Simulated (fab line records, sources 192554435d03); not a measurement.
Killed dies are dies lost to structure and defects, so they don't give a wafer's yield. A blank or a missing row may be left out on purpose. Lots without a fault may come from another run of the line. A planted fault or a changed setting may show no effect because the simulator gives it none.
fab line records | flow n5_finfet | part 2 of 2: steps 16 to 26 of 26
record lots=5 wafers=15 last_day=20
route steps=1938 shown BEOL_M6@1231
lots that met no fault: from a run of the same line without faults
start_h: hours from the record's first day to the start of the lot's first wafer shown | wait_h: hours since the lot's step before | " the same as in the row above | L1.1+2: a row that stands for several wafers | - no value, or no start given | * or withheld: withheld | < > ~ a bound
route shown NAME@n: a module of which the file shows steps, and the number in the route of the first | usual: mean/standard deviation of fault-free wafers | same: alike in all rows | chamber/n: place in a boat | sites: the reading at each site | _std_site: their standard deviation | _edge_site: outer sites' mean less inner sites' | radius_mm: how far each site lies from the wafer's centre | mask NAME#n: copy n | behind: the tool/chamber that last shaped the wafer | hold: why the lot was held/for how many hours/how that ended | device: the transistor (n, p or np) that didn't switch | end of line: the same wafers' tests at the end of the route | a step without rows: its recipe alone | killed: dies lost to structure and defects at the first sort, not the wafer's yield | map: a wafer's dies, x killed, . not, _ none there
set.NAME: the setting as run; set.NAME@STEP: as run at that earlier step | model.NAME: the simulator's own value behind a step, which no gauge read
lots at some steps of the route; a table a step, a row a wafer
services: from which hour (start_h, from the record's first day; less than 0 if before it) a tool's chamber was out of use, for how many hours, and why
## steps
# step N5_BEOL_M6_SRD_43
# recipe time_s=30 temp_c=23 rinse_liquid=diw dry=ipa_marangoni
# usual do_supply_ppb=9.99/0.09
# columns lot.wafer tool chamber start_h wait_h do_supply_ppb
L077.1 wet_bench-06 1 234.37 0.0 10.00
L077.2 " 0 " " 9.92
L077.3 " 2 " " 9.91
L089.3 wet_bench-06 2 333.95 0.0 9.98
L089.4 " 7 " " 10.08
L089.5 " 6 " " 10.08
L091.1 wet_bench-06 5 363.26 0.0 9.93
L091.3 " 4 " " 10.01
L091.5 " 0 " " 9.93
L097.2 wet_bench-06 4 374.79 0.0 9.90
L097.3 " 0 " " 10.00
L097.5 " 7 " " 9.89
L096.2 wet_bench-06 3 381.23 0.0 9.98
L096.3 " 4 " " 10.05
L096.5 " 5 " " 10.05
# step N5_BEOL_M6_CD_MEAS_35
# recipe target_cd_nm=40 target_cd_y_nm=28 polarity=opening
# usual cd_nm=40.2/0.49
# columns lot.wafer tool chamber start_h wait_h cd_nm
L077.1 cd_sem-01 - 234.41 0.0 40.8
L077.2 " - " " 40.1
L077.3 " - " " 40.6
L089.3 cd_sem-02 - 333.99 0.0 40.8
L089.4 " - " " 39.7
L089.5 " - " " 40.7
L091.1 cd_sem-02 - 363.30 0.0 40.3
L091.3 " - " " 40.6
L091.5 " - " " 40.4
L097.2 cd_sem-01 - 374.83 0.0 40.5
L097.3 " - " " 40.2
L097.5 " - " " 40.2
L096.2 cd_sem-01 - 381.27 0.0 40.0
L096.3 " - " " 40.2
L096.5 " - " " 40.0
# step N5_BEOL_M6_CURE_75
# recipe temp_c=370 time_s=120 ambient=DMADMS/He material=SiCOH_lowk
# usual lamp_power_pct=52.31/0.053 wafer_temp_C_max=372.4/0.72
# columns lot.wafer tool chamber start_h wait_h lamp_power_pct wafer_temp_C_max
L077.1 uv_cure-02 1 234.45 0.0 52.40 371.6
L077.2 " 1 " " 52.34 372.3
L077.3 " 1 " " 52.39 372.6
L089.3 uv_cure-03 1 334.13 0.1 52.26 372.6
L089.4 " 1 " " 52.25 371.6
L089.5 " 1 " " 52.26 372.2
L091.1 uv_cure-03 1 363.34 0.0 52.32 371.1
L091.3 " 1 " " 52.23 372.3
L091.5 " 1 " " 52.39 371.8
L097.2 uv_cure-03 2 375.89 1.1 52.35 374.0
L097.3 " 2 " " 52.25 372.9
L097.5 " 2 " " 52.24 372.4
L096.2 uv_cure-03 2 381.36 0.1 52.32 373.3
L096.3 " 2 " " 52.29 373.3
L096.5 " 2 " " 52.29 372.3
# step N5_BEOL_M6_DEGAS_44
# recipe ambient=vacuum temp_c=250 time_s=60
# usual heater_power_w=316/33
# columns lot.wafer tool chamber start_h wait_h heater_power_w
L077.1 pvd_sputter-01 - 235.44 0.9 290
L077.2 " - " " 353
L077.3 " - " " 312
L089.3 pvd_sputter-03 - 334.47 0.3 416
L089.4 " - " " 315
L089.5 " - " " 408
L091.1 pvd_sputter-02 - 363.80 0.4 298
L091.3 " - " " 351
L091.5 " - " " 303
L097.2 pvd_sputter-02 - 377.98 2.0 304
L097.3 " - " " 319
L097.5 " - " " 293
L096.2 pvd_sputter-01 - 381.91 0.5 306
L096.3 " - " " 355
L096.5 " - " " 358
# step N5_BEOL_M6_PRE_CLEAN_45
# recipe gas=H2/He time_s=30 temp_c=250
# usual heater_power_w=316/33
# columns lot.wafer tool chamber start_h wait_h heater_power_w
L077.1 pvd_sputter-01 - 235.48 0.0 291
L077.2 " - " " 353
L077.3 " - " " 314
L089.3 pvd_sputter-03 - 334.51 0.0 392
L089.4 " - " " 316
L089.5 " - " " 412
L091.1 pvd_sputter-02 - 363.84 0.0 295
L091.3 " - " " 352
L091.5 " - " " 304
L097.2 pvd_sputter-02 - 378.02 0.0 312
L097.3 " - " " 319
L097.5 " - " " 289
L096.2 pvd_sputter-01 - 381.95 0.0 301
L096.3 " - " " 351
L096.5 " - " " 355
# step N5_BEOL_M6_ALD_77
# recipe material=TaN target_thk_a=20 temp_c=275 ald_precursor_family=PDMAT ald_co_reactant=NH3 pressure_torr=3 carrier_flow_sccm=1500 pulse_time_s=2 purge_time_s=3 co_reactant_purge_time_s=2 co_reactant_pulse_time_s=3 ald_cycles=40 precursor_vessel_temp_c=75 precursor_vessel_pressure_torr=26.25 precursor_vessel_carrier_sccm=1000
# usual heater_power_w=435/31 precursor_vessel_pressure_torr=26.25/0.06
# same ald_cycles=40
# columns lot.wafer tool chamber start_h wait_h heater_power_w precursor_vessel_pressure_torr
L077.1 ald_metal-03 0 235.71 0.2 436 26.27
L077.2 " 3 " " 445 26.11
L077.3 " 2 " " 454 26.29
L089.3 ald_metal-04 0 334.59 0.1 449 26.23
L089.4 " 3 " " 371 26.21
L089.5 " 2 " " 417 26.22
L091.1 ald_metal-02 1 363.90 0.0 441 26.15
L091.3 " 3 " " 435 26.24
L091.5 " 2 " " 462 26.20
L097.2 ald_metal-04 1 378.08 0.0 498 26.31
L097.3 " 0 " " 463 26.33
L097.5 " 1 " " 508 26.41
L096.2 ald_metal-02 1 382.01 0.0 447 26.23
L096.3 " 3 " " 427 26.23
L096.5 " 0 " " 396 26.15
# step N5_BEOL_M6_SURFACE_TREAT_79
# recipe gas=Ar time_s=* ion_energy_ev=* ion_current_ma_cm2=0.5 pressure_mtorr=* ar_flow_sccm=30
# usual throttle_valve_pct=*
# columns lot.wafer tool chamber start_h wait_h throttle_valve_pct
L077.1 pvd_sputter-03 - 236.22 0.4 *
L077.2 " - " " *
L077.3 " - " " *
L089.3 pvd_sputter-01 - 334.91 0.2 *
L089.4 " - " " *
L089.5 " - " " *
L091.1 pvd_sputter-01 - 364.29 0.3 *
L091.3 " - " " *
L091.5 " - " " *
L097.2 pvd_sputter-03 - 378.40 0.2 *
L097.3 " - " " *
L097.5 " - " " *
L096.2 pvd_sputter-01 - 382.53 0.4 *
L096.3 " - " " *
L096.5 " - " " *
# step N5_BEOL_M6_CVD_78
# recipe material=Co target_thk_a=20 temp_c=withheld precursor=CCTBA/H2 pressure_torr=30 time_s=142.3
# columns lot.wafer tool chamber start_h wait_h
L077.1+2+3 cvd_co-02 1,2,0 236.62 0.4
L089.3+4+5 cvd_co-02 1,2,0 335.31 0.4
L091.1+3+5 cvd_co-02 0,2,1 364.58 0.3
L097.2+3+5 cvd_co-01 0,2,0 378.48 0.1
L096.2+3+5 cvd_co-01 2,0,0 382.93 0.4
# step N5_BEOL_M6_SPUTTER_48
# recipe material=Cu target_thk_a=100 temp_c=-20 bias_v=60 power_w=26000 chamber_pressure_pa=0.13 time_s=1.667
# usual chamber_pressure_pa=0.13/0.00026 throttle_valve_pct=30.3/1.5
# columns lot.wafer tool chamber start_h wait_h chamber_pressure_pa throttle_valve_pct
L077.1 pvd_sputter-03 - 236.80 0.1 0.13033 32.0
L077.2 " - " " 0.12946 30.7
L077.3 " - " " 0.12979 29.7
L089.3 pvd_sputter-01 - 336.80 1.4 0.13026 30.1
L089.4 " - " " 0.12995 32.8
L089.5 " - " " 0.12968 28.2
L091.1 pvd_sputter-02 - 365.86 1.2 0.1301 32.5
L091.3 " - " " 0.12974 29.3
L091.5 " - " " 0.12955 29.3
L097.2 pvd_sputter-03 - 378.68 0.2 0.12987 29.4
L097.3 " - " " 0.13008 29.8
L097.5 " - " " 0.13 31.2
L096.2 pvd_sputter-01 - 383.04 0.1 0.13025 32.9
L096.3 " - " " 0.12974 30.0
L096.5 " - " " 0.13055 32.7
# step N5_BEOL_M6_ECD_50
# recipe material=Cu target_thk_a=3000
# columns lot.wafer tool chamber start_h wait_h
L077.1+2+3 ecd_cu-02 1,0,1 236.91 0.1
L089.3+4+5 ecd_cu-02 1,0,0 336.94 0.1
L091.1+3+5 ecd_cu-01 1,1,0 365.98 0.1
L097.2+3+5 ecd_cu-02 1,1,0 378.79 0.1
L096.2+3+5 ecd_cu-01 1,0,1 383.16 0.1
# step N5_BEOL_M6_ANNEAL_51
# recipe temp_c=225 time_s=90 ambient=N2
# usual wafer_temp_C_max=226.1/0.36
# columns lot.wafer tool chamber start_h wait_h wafer_temp_C_max
L077.1 rtp_anneal-02 0 237.64 0.7 226.9
L077.2 " 0 " " 226.2
L077.3 " 0 " " 226.6
L089.3 rtp_anneal-02 0 337.49 0.5 226.3
L089.4 " 0 " " 226.4
L089.5 " 0 " " 226.3
L091.1 rtp_anneal-02 0 367.42 1.4 226.3
L091.3 " 0 " " 226.0
L091.5 " 0 " " 226.6
L097.2 rtp_anneal-02 0 378.93 0.1 226.6
L097.3 " 0 " " 226.3
L097.5 " 0 " " 226.8
L096.2 rtp_anneal-01 0 383.46 0.3 225.4
L096.3 " 0 " " 225.3
L096.5 " 0 " " 225.4
## services
# columns tool chamber start_h hours kind
uv_cure-02 - 227.72 2.1 pm
ald_metal-02 - 236.89 2.8 pm
uv_cure-02 - 238.48 7.5 pm
uv_cure-02 - 246.03 3.4 pm
cvd_co-01 0 258.76 11.8 repair
rie_diel-06 2 285.04 20.5 repair
rie_diel-03 1 290.99 9.8 repair
ald_metal-04 3 291.30 6.7 repair
rie_diel-05 0 297.70 19.9 repair
rie_diel-06 0 300.01 1.3 repair
rie_diel-06 3 303.75 16.3 repair
cvd_co-02 - 305.14 28.1 pm
rie_diel-06 2 311.68 4.3 repair
rie_diel-06 - 315.30 0.9 repair
cvd_co-01 - 333.24 3.8 pm
uv_cure-03 - 334.74 4.5 pm
rie_diel-05 1 340.08 4.4 repair
cvd_co-02 0 341.91 7.3 repair
rie_diel-05 2 342.03 3.2 repair
cvd_co-01 - 351.78 6.0 pm
cvd_co-02 - 366.41 0.7 repair
rie_diel-03 1 369.64 16.3 repair
cvd_co-02 2 377.66 18.9 repair
cvd_co-02 - 378.38 14.6 pm
